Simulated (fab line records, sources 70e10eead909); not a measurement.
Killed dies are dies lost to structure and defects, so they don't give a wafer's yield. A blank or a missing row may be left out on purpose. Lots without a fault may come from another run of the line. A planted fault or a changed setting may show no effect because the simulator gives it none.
One fault seen from 2 desks | flow nand_harc | each desk has only its own numbers; what lay behind them comes last

THE DEFECT DESK
What the inspections along the route counted, lot by lot: means of the sampled wafers that have a number. A lot is out of limits, marked OUT, if its mean lies more than 4 standard deviations from the usual mean; the brackets give that distance.
Columns: A = raw_defect_count at NHARC_A_DECK1_JOINT_INSPECT_05, usual 332
lot  | first seen here | A
L579 | day 12 09:44    | 422
L581 | day 13 03:08    | 403
L582 | day 13 23:06    | 328
L583 | day 14 03:23    | 224
L584 | day 14 09:14    | 310
L585 | day 14 18:31    | 446
L586 | day 15 20:31    | 294
L587 | day 15 21:35    | 347
L588 | day 16 11:59    | 586
L593 | day 18 14:59    | 387
L595 | day 19 06:02    | 286
L596 | day 19 20:23    | 281
L599 | day 20 13:55    | 285
L601 | day 21 19:22    | 286
L602 | day 22 21:41    | 260
This desk's finding: nothing out of limits on any of the 15 lots.

THE METROLOGY DESK
What the gauges read, lot by lot, whatever tool the lot ran on: means of the sampled wafers that have a number. A lot is out of limits, marked OUT, if its mean lies more than 4 standard deviations from the usual mean; the brackets give that distance.
Columns: A = thk_nm at NHARC_A_ONON_D2_THK_MEAS_14, usual 1003 nm; B = thk_nm at NHARC_A_ONON_D2_THK_MEAS_18, usual 1005 nm
lot  | first seen here | A    | B
L579 | day 12 12:35    | 993  | 993
L581 | day 13 06:01    | 1003 | 994
L582 | day 14 01:56    | 1006 | 1019
L583 | day 14 06:14    | 1001 | 993
L584 | day 14 12:16    | 984  | 996
L585 | day 14 21:21    | 1006 | 1010
L586 | day 15 23:21    | 1014 | 1013
L587 | day 16 00:26    | 1007 | 1005
L588 | day 16 14:50    | 1014 | 1002
L593 | day 18 17:50    | 1002 | 1542 (+54) OUT
L595 | day 19 08:53    | 994  | 1272 (+27) OUT
L596 | day 19 23:14    | 998  | 1269 (+26) OUT
L599 | day 20 16:45    | 1001 | 987
L601 | day 21 22:14    | 998  | 1004
L602 | day 23 00:31    | 1005 | 1011
This desk's finding: out of limits on L593, L595, L596; first on L593, day 19 01:11 (thk_nm at NHARC_A_ONON_D2_THK_MEAS_18). In limits: L579, L581, L582, L583, L584, L585, L586, L587, L588, L599, L601, L602.

PUT TOGETHER
The metrology desk could have raised an alarm at day 19 01:11, on L593, L595, L596.
The defect desk saw nothing out of limits.
The defect desk has L593, L595, L596 on record, within its limits.
Of the lots named, all ran NHARC_A_ONON_D2_DEP_16 on pecvd_onon-04.

WHAT THE SIMULATOR HAD PUT IN
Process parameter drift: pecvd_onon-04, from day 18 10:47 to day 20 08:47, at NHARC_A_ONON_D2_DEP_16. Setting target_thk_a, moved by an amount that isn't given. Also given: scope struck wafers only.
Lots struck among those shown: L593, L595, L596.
Hours from the fault's start to each desk's first reading out of limits: the metrology desk, 14.
